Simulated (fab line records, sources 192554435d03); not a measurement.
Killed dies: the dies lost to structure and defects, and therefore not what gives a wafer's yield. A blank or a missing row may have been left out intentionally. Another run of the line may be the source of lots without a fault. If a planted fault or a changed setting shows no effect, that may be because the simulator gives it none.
Which tool is to blame? -- flow n5 finfet -- 14 lots with 42 wafers sampled at 5 steps, on a route of 1938 steps

## WHAT THE GAUGES READ, wafer by wafer
N5_BEOL_M8_CD_MEAS_18: pitch 80 nm, target cd 40 nm. Usual: cd nm reads 40.1 nm (standard deviation 0.54).
lot,measured,on,cd nm (nm),flag
L310,day 9 04:20,cd sem-01,39.0 40.0 40.2,
L311,day 9 19:27,cd sem-02,39.8 39.8 40.0,
L312,day 9 19:38,cd sem-01,40.2 40.0 40.0,
L314,day 10 10:30,cd sem-01,40.0 39.8 40.4,
L316,day 10 21:04,cd sem-01,39.0 40.2 38.9,
L318,day 11 04:16,cd sem-01,40.2 39.8 40.8,
L319,day 11 19:51,cd sem-02,- - -,OFF
L320,day 12 01:02,cd sem-03,- - -,OFF
L328,day 14 04:46,cd sem-02,40.3 39.7 40.1,
L329,day 14 08:50,cd sem-03,39.8 40.7 39.6,
L327,day 14 09:04,cd sem-02,39.2 39.6 39.4,
L330,day 14 17:53,cd sem-01,39.6 40.7 41.4,
L331,day 15 01:34,cd sem-03,40.1 40.0 40.9,
L332,day 15 03:11,cd sem-03,40.4 40.1 40.1,

## EACH LOT AND THE TOOL THAT RAN IT (in order: tool; ch and the chambers of the sampled wafers; start)
lot,N5_BEOL_M8_CURE_74,N5_BEOL_M8_PECVD_70,N5_BEOL_M8_HM_OPEN_17,N5_BEOL_M8_STRIP_19
L310,"uv cure-03 ch 1, day 9 00:46","pecvd-04 ch 1,2, day 9 01:09","rie metal-02 ch 0,1, day 9 04:08","rie diel-02 ch 1,2,3, day 9 04:16"
L311,"uv cure-02 ch 2, day 9 16:19","pecvd-04 ch 0,1,2, day 9 16:52","rie metal-02 ch 0,1, day 9 19:13","rie diel-02 ch 0,1, day 9 19:23"
L312,"uv cure-01 ch 0, day 9 16:30","pecvd-01 ch 0,1, day 9 17:03","rie metal-03 ch 0,1, day 9 19:24","rie diel-05 ch 0,1,2, day 9 19:34"
L314,"uv cure-02 ch 1, day 10 07:19","pecvd-02 ch 0,2, day 10 07:42","rie metal-01 ch 0,1, day 10 10:19","rie diel-05 ch 1,2,3, day 10 10:26"
L316,"uv cure-03 ch 1, day 10 18:17","pecvd-02 ch 0,2, day 10 18:41","rie metal-02 ch 0,1, day 10 20:55","rie diel-02 ch 2,3, day 10 21:00"
L318,"uv cure-02 ch 1, day 11 02:00","pecvd-02 ch 0,1, day 11 02:28","rie metal-02 ch 0,1, day 11 04:04","rie diel-06 ch 1,2,3, day 11 04:11"
L319,"uv cure-02 ch 1, day 11 17:07","pecvd-02 ch 0,2, day 11 17:40","rie metal-03 ch 1, day 11 19:35","rie diel-06 ch 2,3, day 11 19:47"
L320,"uv cure-01 ch 0, day 11 21:31","pecvd-01 ch 0,1, day 11 22:32","rie metal-02 ch 0,1, day 12 00:52","rie diel-02 ch 1,2,3, day 12 00:58"
L328,"uv cure-03 ch 0, day 14 00:58","pecvd-01 ch 0,1,2, day 14 01:31","rie metal-03 ch 0,1, day 14 04:27","rie diel-05 ch 0,3, day 14 04:41"
L329,"uv cure-03 ch 1, day 14 05:29","pecvd-04 ch 0,2, day 14 06:02","rie metal-03 ch 1, day 14 08:29","rie diel-05 ch 0,2, day 14 08:46"
L327,"uv cure-01 ch 2, day 14 06:19","pecvd-02 ch 0,1,2, day 14 06:38","rie metal-01 ch 0,1, day 14 08:53","rie diel-06 ch 1,2, day 14 08:59"
L330,"uv cure-01 ch 0, day 14 14:56","pecvd-04 ch 0,1,2, day 14 15:29","rie metal-02 ch 0,1, day 14 17:42","rie diel-02 ch 0,2,3, day 14 17:49"
L331,"uv cure-01 ch 2, day 14 22:34","pecvd-02 ch 1,2, day 14 22:58","rie metal-03 ch 0,1, day 15 01:16","rie diel-02 ch 1,3, day 15 01:30"
L332,"uv cure-01 ch 0, day 15 01:29","pecvd-04 ch 0,1, day 15 01:58","rie metal-02 ch 0,1, day 15 03:00","rie diel-06 ch 0,1,2, day 15 03:07"
- N5_BEOL_M8_CURE_74: cures SiCOH lowk, time 240 s.
- N5_BEOL_M8_PECVD_70: deposits SiO2 from TEOS/O2, target thk 20 nm, time 22.7 s.
- N5_BEOL_M8_HM_OPEN_17: chemistry Cl2/BCl3, target TiN, target depth 20 nm, overetch 6 nm.
- N5_BEOL_M8_STRIP_19: strips in O2.

## WHAT THE TOOLS THEMSELVES READ (means of the sampled wafers that have a number; where no wafer has one, the mark that the record gives instead)
N5_BEOL_M8_CURE_74. Usual: lamp power pct 52.32 %, standard deviation 0.056; wafer_temp_C_max 386.7, standard deviation 0.68.
lot,tool,lamp power pct (%),wafer_temp_C_max,flag
L310,uv cure-03,52.36,387.0,
L311,uv cure-02,52.34,386.2,
L312,uv cure-01,52.32,387.3,
L314,uv cure-02,52.37,385.9,
L316,uv cure-03,52.32,386.6,
L318,uv cure-02,52.29,385.8,
L319,uv cure-02,52.34,386.0,
L320,uv cure-01,52.28,387.6,
L328,uv cure-03,52.32,386.8,
L329,uv cure-03,52.33,386.8,
L327,uv cure-01,52.27,387.6,
L330,uv cure-01,52.33,386.9,
L331,uv cure-01,52.35,387.5,
L332,uv cure-01,52.41,387.4,

N5_BEOL_M8_PECVD_70. Usual: heater power w 671 W, standard deviation 66; showerhead plenum p Torr 8.76 Torr, standard deviation 0.068; throttle valve pct 22.1 %, standard deviation 0.65.
lot,tool,heater power w (W),showerhead plenum p Torr (Torr),throttle valve pct (%),flag
L310,pecvd-04,694,8.75,22.6,
L311,pecvd-04,670,8.74,22.4,
L312,pecvd-01,688,8.77,22.6,
L314,pecvd-02,585,8.78,21.6,
L316,pecvd-02,584,8.80,21.4,
L318,pecvd-02,638,8.69,22.0,
L319,pecvd-02,650,8.79,21.5,
L320,pecvd-01,782,8.77,22.6,
L328,pecvd-01,722,8.79,22.6,
L329,pecvd-04,617,8.79,22.6,
L327,pecvd-02,634,8.74,21.8,
L330,pecvd-04,604,8.73,22.5,
L331,pecvd-02,688,8.71,21.9,
L332,pecvd-04,630,8.69,22.5,

N5_BEOL_M8_HM_OPEN_17. Usual: bcl3 flow sccm 21.75 sccm, standard deviation 0.064; bias w 126.0 W, standard deviation 0.37; chamber pressure mTorr 10.001 mTorr, standard deviation 0.009; drypump motor current A 5.7 A, standard deviation 0.71; oes product au 0.70 a.u., standard deviation 0.099; throttle valve pct 22.03 %, standard deviation 0.28.
lot,tool,bcl3 flow sccm (sccm),bias w (W),chamber pressure mTorr (mTorr),drypump motor current A (A),oes product au (a.u.),throttle valve pct (%),flag
L310,rie metal-02,21.76,126.1,9.999,5.3,0.69,21.83,
L311,rie metal-02,21.71,125.4,10.000,5.4,0.60,21.90,
L312,rie metal-03,21.72,126.4,9.998,6.2,0.62,22.01,
L314,rie metal-01,21.82,126.0,9.994,5.5,0.57,22.44,
L316,rie metal-02,21.68,126.0,10.006,5.4,0.81,21.77,
L318,rie metal-02,21.81,126.3,9.998,5.4,0.81,21.77,
L319,rie metal-03,-,-,-,-,-,-,OFF
L320,rie metal-02,-,-,-,-,-,-,OFF
L328,rie metal-03,21.72,125.8,9.999,6.2,0.70,21.96,
L329,rie metal-03,21.85,126.3,10.000,6.7,0.64,22.09,
L327,rie metal-01,21.81,125.7,9.993,5.6,0.74,22.42,
L330,rie metal-02,21.77,126.4,10.010,5.3,0.75,21.79,
L331,rie metal-03,21.77,125.7,9.995,5.6,0.73,21.84,
L332,rie metal-02,21.74,126.2,9.997,5.3,0.75,21.78,

N5_BEOL_M8_STRIP_19. Usual: chamber pressure mTorr 30.00 mTorr, standard deviation 0.031; drypump motor current A 5.6 A, standard deviation 0.52; oes product au 0.82 a.u., standard deviation 0.082; rf vpp V 3.7 V, standard deviation 0.61; showerhead plenum p Torr 2.10 Torr, standard deviation 0.077; throttle valve pct 16.5 %, standard deviation 0.3.
lot,tool,chamber pressure mTorr (mTorr),drypump motor current A (A),oes product au (a.u.),rf vpp V (V),showerhead plenum p Torr (Torr),throttle valve pct (%),flag
L310,rie diel-02,30.00,5.7,0.79,3.8,2.17,16.5,
L311,rie diel-02,30.03,5.9,0.74,3.9,2.12,16.6,
L312,rie diel-05,29.98,5.2,0.82,4.0,2.06,16.4,
L314,rie diel-05,29.99,5.3,0.87,3.5,2.07,16.3,
L316,rie diel-02,30.01,5.5,0.83,3.5,2.19,16.3,
L318,rie diel-06,30.00,6.0,0.78,4.2,2.08,16.9,
L319,rie diel-06,30.02,6.5,0.69,3.9,2.05,17.3,
L320,rie diel-02,29.96,5.7,0.77,3.7,2.16,16.6,
L328,rie diel-05,30.02,5.3,0.84,3.5,2.04,16.4,
L329,rie diel-05,30.01,5.5,0.74,3.4,2.06,16.6,
L327,rie diel-06,30.00,5.5,0.90,3.8,2.11,16.5,
L330,rie diel-02,29.97,5.6,0.78,3.4,2.11,16.4,
L331,rie diel-02,30.03,5.9,0.80,3.5,2.10,16.5,
L332,rie diel-06,29.97,5.5,0.86,3.2,2.17,16.6,

## THE ANSWER, worked out from the rows above alone
Rule: a lot is off if the mean of its wafers that have a number lies more than 3 standard deviations from the usual mean. A lot without any number at a reading at which 4 lots or more have one is off too. All remaining lots with rows at the step are treated as sound. The gauges are gone through in route order, then the tools' own readings, and for those a lot's mean is taken as printed above. At the first step where some lot is off, the reading lying furthest off is the one used; lots without a number count as furthest.
Off: L319, L320, at N5_BEOL_M8_CD_MEAS_18 (cd nm). Without a number there: L319, L320.
A tool fits if, at a process step before that reading, it ran every lot that is off, and no sound lot after the first of them. The gauges at N5_BEOL_M8_CD_MEAS_18 aren't tried: what is off there is off at N5_BEOL_M8_HM_OPEN_17 too, on other tools, and a gauge's error can't cause that. Of those tried, none fits.

## WHAT THE SIMULATOR HAD INSERTED
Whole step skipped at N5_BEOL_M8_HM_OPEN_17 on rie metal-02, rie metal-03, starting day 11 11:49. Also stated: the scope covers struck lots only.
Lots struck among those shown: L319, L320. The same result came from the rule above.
